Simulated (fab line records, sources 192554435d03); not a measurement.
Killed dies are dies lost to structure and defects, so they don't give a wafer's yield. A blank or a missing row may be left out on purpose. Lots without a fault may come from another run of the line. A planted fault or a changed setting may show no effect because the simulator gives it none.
Chamber matching | flow n5_finfet | N5_MOL_CONTACT_COAG_STRIP_98 on rie_diel-06: 3 sister chambers
The step strips in N2/H2. 14 wafers are shown with their chamber, then 6 later ones without.

WAFERS WITH THEIR CHAMBER
wafer  | chamber | drypump_motor_current_A (A) | showerhead_plenum_p_Torr (Torr) | throttle_valve_pct (%)
L936.2 | 3       | 6.4                         | 3.39                            | 19.7
L936.4 | 2       | 5.4                         | 3.49                            | 19.3
L936.5 | 3       | 6.4                         | 3.39                            | 19.7
L937.3 | 2       | 5.5                         | 3.49                            | 19.3
L937.5 | 1       | 5.0                         | 3.29                            | 18.9
L937.6 | 3       | 6.4                         | 3.39                            | 19.7
L939.1 | 2       | 5.4                         | 3.49                            | 19.3
L939.3 | 3       | 6.4                         | 3.39                            | 19.7
L939.5 | 3       | 6.4                         | 3.39                            | 19.7
L942.1 | 3       | 6.4                         | 3.38                            | 19.7
L942.3 | 2       | 5.4                         | 3.48                            | 19.3
L942.5 | 2       | 5.4                         | 3.48                            | 19.3
L944.1 | 3       | 6.4                         | 3.38                            | 19.7
L944.3 | 1       | 5.0                         | 3.28                            | 18.5

SIGNATURES (means of the wafers above)
reading                  | chamber 1 | chamber 2 | chamber 3 | scatter within a chamber
drypump_motor_current_A  | 5.000     | 5.420     | 6.400     | 0.027
showerhead_plenum_p_Torr | 3.2850    | 3.4860    | 3.3871    | 0.00533
throttle_valve_pct       | 18.700    | 19.300    | 19.700    | 0.0853
Rule: a wafer's distance from a chamber is the root of the sum, over the readings, of the square of ((its reading less the chamber's mean) divided by the reading's scatter). The wafer belongs to the nearest chamber; if the next one is less than 2 further off, it can't be placed. The scatter: the root of (the sum of the squares of (reading less its chamber's mean) over the shown wafers, divided by (wafers less chambers)).

WAFERS WITHOUT THEIR CHAMBER
wafer  | drypump_motor_current_A (A) | showerhead_plenum_p_Torr (Torr) | throttle_valve_pct (%)
L944.6 | 5.4                         | 3.48                            | 19.3
L946.3 | 6.4                         | 3.38                            | 19.7
L946.4 | 5.5                         | 3.48                            | 19.3
L946.5 | 5.0                         | 3.28                            | 18.4
L950.1 | 6.4                         | 3.38                            | 19.7
L950.2 | 5.4                         | 3.48                            | 19.3

WHICH CHAMBER EACH WENT THROUGH
wafer  | from the rows above | in truth
L944.6 | 2                   | 2
L946.3 | 3                   | 3
L946.4 | 2                   | 2
L946.5 | 1                   | 1
L950.1 | 3                   | 3
L950.2 | 2                   | 2
Placed correctly: 6 of 6. Can't be placed from these rows: 0. Placed wrongly: 0.
